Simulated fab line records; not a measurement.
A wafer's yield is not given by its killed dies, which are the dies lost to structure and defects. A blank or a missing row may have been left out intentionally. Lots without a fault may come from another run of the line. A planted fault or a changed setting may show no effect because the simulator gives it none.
What tool caused it? | flow n5_finfet | 24 lots with 72 wafers sampled at 4 steps, on a route of 1938 steps

== WHAT THE GAUGES READ, wafer by wafer ==
N5_BEOL_M13_INSPECT_55: inspects for defects (darkfield).
lot  | measured     | on                | raw_defect_count
L074 | day 10 13:02 | defect_inspect-02 | 86 102 122
L075 | day 11 07:34 | defect_inspect-02 | 69 52 48
L077 | day 11 09:17 | defect_inspect-02 | 59 43 41
L078 | day 11 09:47 | defect_inspect-02 | 53 79 40
L076 | day 11 10:11 | defect_inspect-02 | 79 108 69
L079 | day 12 02:04 | defect_inspect-02 | 121 72 105
L080 | day 12 11:49 | defect_inspect-02 | 50 69 50
L082 | day 12 12:59 | defect_inspect-01 | 80 70 57
L081 | day 12 18:44 | defect_inspect-02 | 50 37 73
L083 | day 12 22:49 | defect_inspect-01 | 68 56 73
L085 | day 13 15:02 | defect_inspect-02 | 55 43 58
L084 | day 13 17:55 | defect_inspect-01 | 66 61 49
L087 | day 13 23:11 | defect_inspect-02 | 78 94 56
L086 | day 14 11:23 | defect_inspect-01 | 101 104 94
L089 | day 14 11:37 | defect_inspect-01 | 56 42 62
L090 | day 14 12:55 | defect_inspect-01 | 63 88 64
L088 | day 14 13:14 | defect_inspect-02 | 93 107 72
L091 | day 15 05:07 | defect_inspect-01 | 69 79 68
L092 | day 15 08:35 | defect_inspect-01 | 27 59 69
L094 | day 15 16:37 | defect_inspect-02 | 78 60 52
L093 | day 15 22:10 | defect_inspect-01 | 54 61 57
L095 | day 16 02:21 | defect_inspect-02 | 35 47 38
L096 | day 16 03:26 | defect_inspect-02 | 73 95 56
L097 | day 16 23:04 | defect_inspect-02 | 73 97 149

N5_BEOL_M14_THK_MEAS_01.
lot  | measured     | on            | M14_ILD_THK (nm)
L074 | day 10 13:20 | film_metro-02 | 1137 1136 1128
L075 | day 11 07:48 | film_metro-02 | 1109 1114 1128
L077 | day 11 09:31 | film_metro-02 | 1129 1136 1140
L078 | day 11 10:00 | film_metro-01 | 1095 1125 1134
L076 | day 11 10:25 | film_metro-02 | 1114 1144 1139
L079 | day 12 02:17 | film_metro-01 | 1140 1125 1150
L080 | day 12 12:08 | film_metro-02 | 1102 1094 1124
L082 | day 12 13:13 | film_metro-02 | 1113 1107 1125
L081 | day 12 18:57 | film_metro-02 | 1104 1111 1116
L083 | day 12 23:03 | film_metro-01 | 1119 1114 1141
L085 | day 13 15:15 | film_metro-02 | 1101 1114 1113
L084 | day 13 18:08 | film_metro-02 | 1119 1113 1131
L087 | day 13 23:24 | film_metro-02 | 1099 1118 1128
L086 | day 14 11:37 | film_metro-01 | 1119 1128 1132
L089 | day 14 11:51 | film_metro-01 | 1146 1124 1136
L090 | day 14 13:08 | film_metro-02 | 1109 1111 1128
L088 | day 14 13:28 | film_metro-01 | 1122 1138 1158
L091 | day 15 05:21 | film_metro-01 | 1113 1133 1123
L092 | day 15 08:49 | film_metro-02 | 1118 1135 1117
L094 | day 15 16:50 | film_metro-02 | 1106 1123 1127
L093 | day 15 22:23 | film_metro-02 | 1103 1115 1118
L095 | day 16 02:35 | film_metro-01 | 1093 1106 1115
L096 | day 16 03:40 | film_metro-01 | 1105 1110 1122
L097 | day 16 23:17 | film_metro-02 | 1119 1122 1153

N5_BEOL_M14_OVL_MEAS_29.
lot  | measured     | on         | M14_OVL (nm)
L074 | day 10 15:05 | overlay-02 | 1 3 3
L075 | day 11 09:07 | overlay-02 | 8 6 3
L077 | day 11 10:41 | overlay-02 | 8 6 14
L078 | day 11 11:19 | overlay-02 | 2 3 -3
L076 | day 11 11:52 | overlay-02 | 7 -2 1
L079 | day 12 03:28 | overlay-01 | 7 8 2
L080 | day 12 14:39 | overlay-02 | 15 7 3
L082 | day 12 14:49 | overlay-01 | 6 7 12
L081 | day 12 20:16 | overlay-02 | 0 -1 1
L083 | day 13 00:29 | overlay-02 | 0 1 2
L085 | day 13 16:38 | overlay-01 | -3 0 2
L084 | day 13 20:05 | overlay-01 | -1 -4 5
L087 | day 14 00:50 | overlay-02 | 5 4 3
L086 | day 14 12:57 | overlay-01 | 6 7 6
L089 | day 14 13:10 | overlay-01 | 2 -1 -8
L090 | day 14 15:05 | overlay-01 | 4 7 11
L088 | day 14 15:26 | overlay-02 | -7 -3 2
L091 | day 15 06:32 | overlay-01 | 1 4 8
L092 | day 15 10:10 | overlay-02 | -3 3 4
L094 | day 15 18:01 | overlay-01 | 3 4 -4
L093 | day 15 23:41 | overlay-01 | -5 -4 -9
L095 | day 16 03:53 | overlay-01 | -10 -4 -4
L096 | day 16 05:05 | overlay-01 | 5 6 4
L097 | day 17 00:38 | overlay-01 | 9 1 -1

N5_BEOL_M15_INSPECT_30: inspects for defects (macro).
lot  | measured     | on                | raw_defect_count
L074 | day 10 20:49 | defect_inspect-01 | 4 2 0
L075 | day 11 16:26 | defect_inspect-01 | 4 4 5
L077 | day 11 16:55 | defect_inspect-01 | 1 4 2
L078 | day 11 16:40 | defect_inspect-01 | 2 1 0
L076 | day 11 17:16 | defect_inspect-01 | 0 0 2
L079 | day 12 08:31 | defect_inspect-02 | 2 2 0
L080 | day 12 22:23 | defect_inspect-01 | 1 2 1
L082 | day 12 22:34 | defect_inspect-01 | 1 3 1
L081 | day 13 02:30 | defect_inspect-02 | 1 0 0
L083 | day 13 06:14 | defect_inspect-01 | 0 4 2
L085 | day 13 22:41 | defect_inspect-01 | 2 1 1
L084 | day 14 00:55 | defect_inspect-02 | 5 0 4
L087 | day 14 06:25 | defect_inspect-01 | 3 0 5
L086 | day 14 20:10 | defect_inspect-02 | 2 1 2
L089 | day 14 21:41 | defect_inspect-01 | 2 0 3
L090 | day 14 21:44 | defect_inspect-02 | 5 2 1
L088 | day 14 23:31 | defect_inspect-02 | 5 2 1
L091 | day 15 13:13 | defect_inspect-02 | 0 1 2
L092 | day 15 19:07 | defect_inspect-02 | 1 2 1
L094 | day 15 23:35 | defect_inspect-02 | 4 1 0
L093 | day 16 06:05 | defect_inspect-01 | 2 1 3
L095 | day 16 12:25 | defect_inspect-02 | 3 0 3
L096 | day 16 13:26 | defect_inspect-01 | 0 2 1
L097 | day 17 07:22 | defect_inspect-01 | 1 2 2

== TOOL THAT RAN EACH LOT (tool first, then ch and the chambers of the sampled wafers, then the start) ==
The record shows no process step preceding these readings.

== AS READ BY THE TOOLS THEMSELVES (means over the sampled wafers that have a number; for cases with no such wafer, the mark the record gives instead) ==
The record holds no such reading with a usual standard deviation.

== THE ANSWER, worked out from the rows above alone ==
Rule: the usual values come from the lots themselves. Put in order of their means at a reading, lots are off if they are a third of the lots or fewer, leave a main group of 4 or more, and stand apart from it by a gap of 3 or more times the standard deviation of the main group's means; of several such gaps the widest counts. If all means in a main group match to the digits the tables above print for the reading, that group is not used. Also off: a lot with no number at a reading for which 4 or more lots have one. The other lots that the step has rows for count as sound. First the gauges in route order, then the tools' own readings, where a lot's mean is used as printed above. The first step at which some lot is off is used, and at that step the reading that is off furthest; a lot without a number counts as furthest.
None of the lots is off at any reading shown; this tells nothing.

== WHAT THE SIMULATOR PUT IN ==
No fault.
